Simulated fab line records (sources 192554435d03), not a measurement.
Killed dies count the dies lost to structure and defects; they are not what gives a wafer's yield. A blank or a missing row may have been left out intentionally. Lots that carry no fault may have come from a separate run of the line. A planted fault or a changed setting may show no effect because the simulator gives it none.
fab line records ; flow n5Finfet
record lots=6; wafers=18; lastDay=17
route steps=1938 shown BEOL_M8@1338 PASSIVATION@1936
lots with no fault: from the same line, run without faults
startH: the number of hours between the record's first day and the start of the first shown wafer of the lot ; waitH: time in hours since the lot's previous step ; " same as the row above ; L1.1+2: one row covering several wafers at once ; - value missing, or start not given ; * or withheld: withheld ; < > ~ a bound
route shown NAME@n: NAME is a module with steps in the file, n the number in the route of the first one ; usual: mean and standard deviation over wafers with no fault ; same: alike in all rows ; chamber/n: place in a boat ; sites: per-site readings ; _std_site: standard deviation across them ; _edge_site: the outer-site mean with the inner-site mean subtracted ; radiusMm: how far each site lies from the wafer's centre ; mask NAME#n: copy n ; behind: the last tool/chamber to shape the wafer ; hold: what put the lot on hold/how long, in hours/how the hold closed ; device: the transistor (n, p or np) that didn't switch ; end of line: the same wafers' tests at the end of the route ; step lacking rows: just its recipe ; killed: dies that structure and defects cost at the first sort, which is not the same as the wafer's yield ; map: shows each die of a wafer: x if killed, . if not, _ if none is there
set.NAME: setting as actually run; set.NAME@STEP: the setting as run at that earlier step ; model.NAME: the simulator's own value behind a step, which no gauge read
lots at some steps of the route; a table a step, a row a wafer
services: when a tool's chamber went out of use (startH, in hours from the record's first day, below 0 if earlier), for how many hours, and the reason
## steps
# step N5_BEOL_M8_COAT_60
# recipe resist=SiARC; tempC=220; timeS=60; spinRpm=1500; resistThkNm=35
# step N5_BEOL_M8_COAT_05
# recipe resist=CAR-ArF; spinRpm=1500; resistThkNm=90
# step N5_BEOL_M8_EBR_07
# recipe solvent=PGMEA; ebrWidthMm=1.5
# step N5_BEOL_M8_SOFTBAKE_06
# recipe tempC=110; timeS=60; resist=CAR-ArF
# step N5_BEOL_M8_EXPOSE_08
# recipe maskId=M8; na=1.35; sourceShape=dipole; sigmaInner=0.817; sigmaOuter=0.97; polarization=te; doseMj=68.25
# step N5_BEOL_M8_PEB_09
# recipe pebTempC=withheld; pebTimeS=60; resist=CAR-ArF
# step N5_BEOL_M8_DEVELOP_10
# recipe developTimeS=30; developer=TMAH; resist=CAR-ArF; rinseLiquid=diw; dry=airSpin; devTempC=23
# step N5_BEOL_M8_CD_MEAS_11
# recipe targetCdNm=38.5; landingEnergyEv=500; detector=seInlens; polarity=opening
# usual cdNm=38.6/0.42
lot.wafer;tool;chamber;startH;waitH;cdNm
L628.2;cdSem-01;0;230.35;-;39.1
L628.3;cdSem-01;0;230.35;-;39.2
L628.5;cdSem-01;0;230.35;-;39.1
L629.2;cdSem-02;0;231.43;-;38.5
L629.4;cdSem-02;0;231.43;-;38.8
L629.5;cdSem-02;0;231.43;-;38.4
L631.2;cdSem-02;0;242.79;-;38.2
L631.3;cdSem-02;0;242.79;-;37.8
L631.5;cdSem-02;0;242.79;-;37.8
L632.3;cdSem-02;0;243.11;-;39.2
L632.5;cdSem-02;0;243.11;-;38.7
L632.6;cdSem-02;0;243.11;-;39.0
L642.2;cdSem-01;0;313.16;-;38.3
L642.3;cdSem-01;0;313.16;-;38.0
L642.6;cdSem-01;0;313.16;-;38.7
L646.2;cdSem-02;0;336.82;-;38.9
L646.3;cdSem-02;0;336.82;-;38.7
L646.6;cdSem-02;0;336.82;-;39.0
# step N5_BEOL_M8_OVL_MEAS_12
# recipe pointsPerWafer=44
# usual M8_OVL=-0.2/0.94
lot.wafer;tool;chamber;startH;waitH;M8_OVL[nm]
L628.2;overlay-01;0;230.38;0.0;0.5
L628.3;overlay-01;0;230.38;0.0;0.2
L628.5;overlay-01;0;230.38;0.0;1.0
L629.2;overlay-02;0;231.46;0.0;-0.7
L629.4;overlay-02;0;231.46;0.0;-2.1
L629.5;overlay-02;0;231.46;0.0;-1.9
L631.2;overlay-02;0;242.82;0.0;0.2
L631.3;overlay-02;0;242.82;0.0;-0.7
L631.5;overlay-02;0;242.82;0.0;-1.1
L632.3;overlay-02;0;243.14;0.0;-0.9
L632.5;overlay-02;0;243.14;0.0;0.1
L632.6;overlay-02;0;243.14;0.0;-0.8
L642.2;overlay-02;0;313.19;0.0;-0.4
L642.3;overlay-02;0;313.19;0.0;1.2
L642.6;overlay-02;0;313.19;0.0;1.1
L646.2;overlay-01;0;336.85;0.0;-0.9
L646.3;overlay-01;0;336.85;0.0;1.1
L646.6;overlay-01;0;336.85;0.0;-0.3
# step N5_BEOL_M8_INSPECT_13
# recipe mode=adi; inspectInstrument=brightfield
# usual rawDefectCount=420/94
lot.wafer;tool;chamber;startH;waitH;rawDefectCount
L628.2;defectInspect-02;-;230.40;0.0;415
L628.3;defectInspect-02;-;230.40;0.0;783
L628.5;defectInspect-02;-;230.40;0.0;509
L629.2;defectInspect-01;-;231.48;0.0;391
L629.4;defectInspect-01;-;231.48;0.0;439
L629.5;defectInspect-01;-;231.48;0.0;406
L631.2;defectInspect-02;-;242.84;0.0;353
L631.3;defectInspect-02;-;242.84;0.0;388
L631.5;defectInspect-02;-;242.84;0.0;357
L632.3;defectInspect-02;-;243.17;0.0;436
L632.5;defectInspect-02;-;243.17;0.0;537
L632.6;defectInspect-02;-;243.17;0.0;427
L642.2;defectInspect-01;-;313.22;0.0;539
L642.3;defectInspect-01;-;313.22;0.0;450
L642.6;defectInspect-01;-;313.22;0.0;473
L646.2;defectInspect-02;-;336.87;0.0;583
L646.3;defectInspect-02;-;336.87;0.0;510
L646.6;defectInspect-02;-;336.87;0.0;434
# step N5_BEOL_M8_DESCUM_16
# recipe chemistry=O2; timeS=7.9; sourcePowerW=50; biasPowerW=20; pressureMtorr=20; rfFrequencyHz=2.712e+07; tempC=40; resist=CAR-ArF; o2FlowSccm=225
# usual drypumpMotorCurrentA=5.8/0.59; oesProductAu=0.79/0.079; rfVppV=243.0/1.2; showerheadPlenumPTorr=2.08/0.064; throttleValvePct=20.46/0.27
lot.wafer;tool;chamber;startH;waitH;drypumpMotorCurrentA;oesProductAu;rfHoursCounterH;rfVppV;showerheadPlenumPTorr;throttleValvePct
L628.2;rieDiel-02;0;230.47;0.1;5.2;0.85;43;241.5;2.05;19.99
L628.3;rieDiel-02;1;230.47;0.1;5.5;0.70;227;243.5;2.15;20.68
L628.5;rieDiel-02;3;230.47;0.1;5.1;0.66;-;242.3;2.06;20.92
L629.2;rieDiel-02;1;231.52;0.0;5.5;0.69;227;243.5;2.15;20.67
L629.4;rieDiel-02;0;231.52;0.0;5.3;0.87;44;241.6;2.05;19.99
L629.5;rieDiel-02;3;231.52;0.0;5.1;0.65;-;243.0;2.06;20.90
L631.2;rieDiel-02;2;242.87;0.0;6.5;0.80;106;243.6;2.10;20.53
L631.3;rieDiel-02;1;242.87;0.0;5.5;0.69;232;244.7;2.15;20.68
L631.5;rieDiel-02;2;242.87;0.0;6.5;0.80;-;243.4;2.10;20.53
L632.3;rieDiel-02;1;243.20;0.0;5.5;0.68;232;244.5;2.15;20.67
L632.5;rieDiel-02;1;243.20;0.0;5.5;0.68;-;246.3;2.15;20.70
L632.6;rieDiel-02;2;243.20;0.0;6.5;0.81;-;243.2;2.10;20.55
L642.2;rieDiel-06;1;313.32;0.1;5.7;0.71;188;243.7;2.17;20.90
L642.3;rieDiel-06;2;313.32;0.1;5.9;0.69;205;241.1;1.99;20.33
L642.6;rieDiel-06;1;313.32;0.1;5.7;0.70;-;244.0;2.17;20.92
L646.2;rieDiel-04;2;336.91;0.0;5.9;0.77;128;241.7;2.02;20.58
L646.3;rieDiel-04;1;336.91;0.0;6.0;0.85;60;243.7;2.03;20.39
L646.6;rieDiel-04;3;336.91;0.0;6.0;0.78;-;245.2;2.20;20.40
# step N5_BEOL_M8_ETCH_61
# recipe chemistry=CF4; target=SiARC; targetDepthA=455; maskMaterial=CAR-ArF; timeS=75.8; ionEnergyEv=80; pressureMtorr=40; sourceW=545; biasW=36; Ar_flow_sccm=100; cf4FlowSccm=100; ends=cleared
# usual biasW=35.99/0.11; drypumpMotorCurrentA=5.8/0.59; etchRfOnTimeS=75.8/1.4; oesProductAu=0.67/0.068; rfVppV=184.0/1.1; showerheadPlenumPTorr=2.12/0.06; throttleValvePct=15.62/0.26
lot.wafer;tool;chamber;startH;waitH;biasW;drypumpMotorCurrentA;etchRfOnTimeS;oesProductAu;rfHoursCounterH;rfVppV;showerheadPlenumPTorr;throttleValvePct
L628.2;rieDiel-02;0;230.51;0.0;35.95;5.2;74.3;0.74;43;181.9;2.09;15.11
L628.3;rieDiel-02;1;230.51;0.0;35.86;5.5;76.3;0.59;227;184.4;2.20;15.89
L628.5;rieDiel-02;3;230.51;0.0;35.74;5.1;78.5;0.56;-;183.6;2.11;16.12
L629.2;rieDiel-02;1;231.55;0.0;35.96;5.5;76.4;0.59;227;184.9;2.20;15.91
L629.4;rieDiel-02;0;231.55;0.0;35.99;5.2;74.1;0.74;44;182.7;2.09;15.10
L629.5;rieDiel-02;3;231.55;0.0;36.00;5.1;77.9;0.56;-;184.5;2.11;16.14
L631.2;rieDiel-02;2;242.91;0.0;36.05;6.5;75.0;0.68;106;183.4;2.15;15.73
L631.3;rieDiel-02;1;242.91;0.0;35.94;5.5;76.2;0.59;232;185.3;2.20;15.89
L631.5;rieDiel-02;2;242.91;0.0;35.95;6.5;74.9;0.69;-;184.7;2.15;15.72
L632.3;rieDiel-02;1;243.23;0.0;35.87;5.5;75.7;0.59;232;184.4;2.20;15.89
L632.5;rieDiel-02;1;243.23;0.0;35.90;5.5;75.5;0.59;-;183.9;2.20;15.91
L632.6;rieDiel-02;2;243.23;0.0;36.01;6.5;74.3;0.70;-;183.2;2.15;15.74
L642.2;rieDiel-06;1;313.35;0.0;35.88;5.7;76.8;0.60;188;185.7;2.21;15.98
L642.3;rieDiel-06;2;313.35;0.0;35.78;5.9;78.0;0.59;205;182.6;2.04;15.59
L642.6;rieDiel-06;1;313.35;0.0;35.98;5.7;77.1;0.60;-;186.2;2.21;15.99
L646.2;rieDiel-04;2;336.94;0.0;35.91;5.9;75.9;0.65;128;183.1;2.06;15.69
L646.3;rieDiel-04;1;336.94;0.0;36.07;6.0;75.6;0.72;60;185.2;2.08;15.54
L646.6;rieDiel-04;3;336.94;0.0;35.88;6.0;76.0;0.67;-;183.7;2.24;15.59
# step N5_BEOL_M8_ETCH_62
# recipe chemistry=N2/H2; target=SOC; targetDepthA=1100; overetchA=220; maskMaterial=SiARC; tempC=40; timeS=165; ionEnergyEv=200; pressureMtorr=30; sourceW=840; biasW=150; n2FlowSccm=200; h2FlowSccm=200
# usual biasW=150.0/0.43; drypumpMotorCurrentA=5.8/0.59; oesProductAu=0.67/0.062; rfVppV=523.4/2.2; showerheadPlenumPTorr=2.53/0.076; throttleValvePct=17.90/0.28
lot.wafer;tool;chamber;startH;waitH;biasW;drypumpMotorCurrentA;oesProductAu;rfHoursCounterH;rfVppV;showerheadPlenumPTorr;throttleValvePct;model.SiARC_of_BEOL_M8_COAT_60.thkNm
L628.2;rieDiel-02;0;230.56;0.0;150.1;5.3;0.72;43;522.9;2.49;17.53;28.4
L628.3;rieDiel-02;1;230.56;0.0;149.8;5.5;0.59;227;526.1;2.63;18.16;28.4
L628.5;rieDiel-02;3;230.56;0.0;150.0;5.1;0.56;-;522.4;2.51;18.49;28.6
L629.2;rieDiel-02;1;231.61;0.0;150.5;5.5;0.59;227;525.8;2.63;18.15;28.4
L629.4;rieDiel-02;0;231.61;0.0;149.8;5.3;0.72;44;522.0;2.49;17.54;28.2
L629.5;rieDiel-02;3;231.61;0.0;149.9;5.1;0.57;-;524.5;2.51;18.49;28.8
L631.2;rieDiel-02;2;242.96;0.0;141.1;6.5;0.68;106;502.7;2.56;17.99;28.6
L631.3;rieDiel-02;1;242.96;0.0;140.9;5.5;0.58;232;506.5;2.62;18.18;29
L631.5;rieDiel-02;2;242.96;0.0;141.0;6.5;0.68;-;503.3;2.56;17.99;28.6
L632.3;rieDiel-02;1;243.29;0.0;141.2;5.5;0.59;232;504.0;2.62;18.17;28.8
L632.5;rieDiel-02;1;243.29;0.0;141.4;5.5;0.58;-;505.4;2.62;18.16;29
L632.6;rieDiel-02;2;243.29;0.0;140.5;6.5;0.68;-;504.0;2.56;17.98;28.8
L642.2;rieDiel-06;1;313.41;0.0;149.6;5.7;0.60;188;527.5;2.63;18.29;28.4
L642.3;rieDiel-06;2;313.41;0.0;150.5;5.9;0.59;205;519.9;2.41;17.73;28.6
L642.6;rieDiel-06;1;313.41;0.0;149.3;5.7;0.60;-;527.0;2.63;18.32;28.6
L646.2;rieDiel-04;2;337.00;0.0;150.1;5.9;0.65;128;520.6;2.45;17.97;28.4
L646.3;rieDiel-04;1;337.00;0.0;149.8;6.0;0.72;60;521.9;2.48;17.77;28.4
L646.6;rieDiel-04;3;337.00;0.0;149.7;6.0;0.66;-;527.5;2.67;17.79;28.4
# step N5_BEOL_M8_STRIP_68
# recipe chemistry=N2/H2; tempC=40; n2FlowSccm=200; h2FlowSccm=200; rfFrequencyHz=6e+07
# step N5_PASSIVATION_PROBE_49
# usual defectLimitedYield=91.1/1.3; killed_at_M0_to_M3=36/10; killed_at_M4_up=14/4.4; killedAtContacts=14/5.7; killedAtFrontEnd=39/9.4; killedAtOther=2.9/2.6; killedDies=105/15; killedOpen=70/12; killedShort=34/7.1; sort_bin_5_function=5.3/0.77; sort_bin_6_memory=3.3/0.66; sort_bin_8_speed=0.00/0.007; sortNPass=1075/15; sortYieldPct=91.1/1.3
# same grossDies=1180; killedAtBackSide=0; sort_bin_4_leakage[%]=0
lot.wafer;tool;chamber;startH;waitH;defectLimitedYield[%];killed_at_M0_to_M3;killed_at_M4_up;killedAtContacts;killedAtFrontEnd;killedAtOther;killedDies;killedOpen;killedShort;sort_bin_5_function[%];sort_bin_6_memory[%];sort_bin_8_speed[%];sortNPass;sortYieldPct[%]
L628.2;prober-01;-;302.85;0.1;92.4;25;9;17;39;0;90;50;35;4.8;2.5;0;1090;92.4
L628.3;prober-01;-;302.90;0.1;89.4;32;17;15;58;3;125;88;37;6.6;3.7;0;1055;89.4
L628.5;prober-01;-;303.00;0.2;90.0;37;15;17;46;3;118;77;39;6.4;3.3;0;1062;90.0
L629.2;prober-02;-;303.62;0.1;89.5;45;21;18;34;6;124;86;37;5.9;4.4;0;1056;89.5
L629.4;prober-02;-;303.72;0.2;91.4;29;13;24;31;4;101;67;32;5.0;3.3;0;1079;91.4
L629.5;prober-02;-;303.77;0.2;90.7;41;14;24;31;0;110;74;35;5.0;4.0;0;1070;90.7
# killed by level:class
L628.2 MOL_CONTACT_COAG:geometricParticle:open=12 FIN_SAQP:geometricParticle:short=7 BEOL_M2:geometricParticle:open=7 DUMMY_GATE:geometricParticle:open=6 STI_FIN_REVEAL:geometricParticle:open=5 GATE_CUT:geometricParticle:short=5 MOL_CONTACT_COAG:geometricParticle:short=5 BEOL_M0_SAQP:geometricParticle:short=5
L628.3 STI_FIN_REVEAL:geometricParticle:open=15 FIN_SAQP:geometricParticle:open=14 MOL_CONTACT_COAG:geometricParticle:open=12 GATE_CUT:geometricParticle:short=9 BEOL_M4:geometricParticle:open=9 BEOL_M0_SAQP:geometricParticle:short=8 BEOL_M0_SAQP:geometricParticle:open=7 BEOL_M7:geometricParticle:open=6
L628.5 MOL_CONTACT_COAG:geometricParticle:open=13 BEOL_M4:geometricParticle:open=10 FIN_SAQP:geometricParticle:short=9 BEOL_M0_SAQP:geometricParticle:open=9 BEOL_M0:geometricParticle:open=7 GATE_CUT:geometricParticle:short=6 BEOL_M0_SAQP:geometricParticle:short=6 STI_FIN_REVEAL:geometricParticle:open=5
L629.2 MOL_CONTACT_COAG:geometricParticle:open=15 BEOL_M0_SAQP:geometricParticle:open=15 BEOL_M0_SAQP:geometricParticle:short=14 BEOL_M4:geometricParticle:open=13 STI_FIN_REVEAL:geometricParticle:open=11 FIN_SAQP:geometricParticle:short=6 FIN_SAQP:geometricParticle:open=4 BEOL_M1:geometricParticle:open=4
L629.4 MOL_CONTACT_COAG:geometricParticle:open=22 FIN_SAQP:geometricParticle:short=10 BEOL_M0_SAQP:geometricParticle:open=8 BEOL_M3:geometricParticle:open=8 FIN_SAQP:geometricParticle:open=6 STI_FIN_REVEAL:geometricParticle:open=5 BEOL_M0_SAQP:geometricParticle:short=4 BEOL_M1:geometricParticle:open=4
L629.5 MOL_CONTACT_COAG:geometricParticle:open=18 BEOL_M0_SAQP:geometricParticle:open=13 BEOL_M0_SAQP:geometricParticle:short=13 FIN_SAQP:geometricParticle:short=7 FIN_SAQP:geometricParticle:open=6 STI_FIN_REVEAL:geometricParticle:open=6 MOL_CONTACT_COAG:geometricParticle:short=6 BEOL_M0:geometricParticle:open=5
## services
tool;chamber;startH;hours;kind
rieDiel-04;1;209.25;5.5;repair
rieDiel-04;0;234.06;1.5;repair
rieDiel-02;3;252.44;-;clean
rieDiel-02;3;252.44;-;consumableReplace:focusRing
rieDiel-02;3;252.44;23.4;scheduledDown
rieDiel-02;3;252.44;23.4;ventCycle
rieDiel-02;1;284.06;-;clean
rieDiel-02;1;284.06;-;consumableReplace:focusRing
rieDiel-02;1;284.06;13.9;scheduledDown
rieDiel-02;1;284.06;13.9;ventCycle
## key
firstSign step=N5_BEOL_M8_ETCH_62; reading=biasW; direction=down; sigmas=21; usual=*; struck=*
effect step=N5_BEOL_M8_ETCH_62; reading=rfVppV; direction=down; sigmas=8.8; usual=523.4; struck=504.3
modelEffect step=N5_BEOL_M8_ETCH_62; value=SiARC_of_BEOL_M8_COAT_60.thkNm; without=28.3; struck=28.8
metAt N5_BEOL_M8_ETCH_62
struckWafers L631.2,L631.3,L631.5,L632.3,L632.5,L632.6
onsetBetween 231.61 242.96
fault kind=processParameterDrift; tool=rieDiel-02; chamber=-; onsetH=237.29; steps=N5_BEOL_M8_ETCH_62; channel=biasW; offset=*; shape=step; endH=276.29; actsIn=*; stated=*
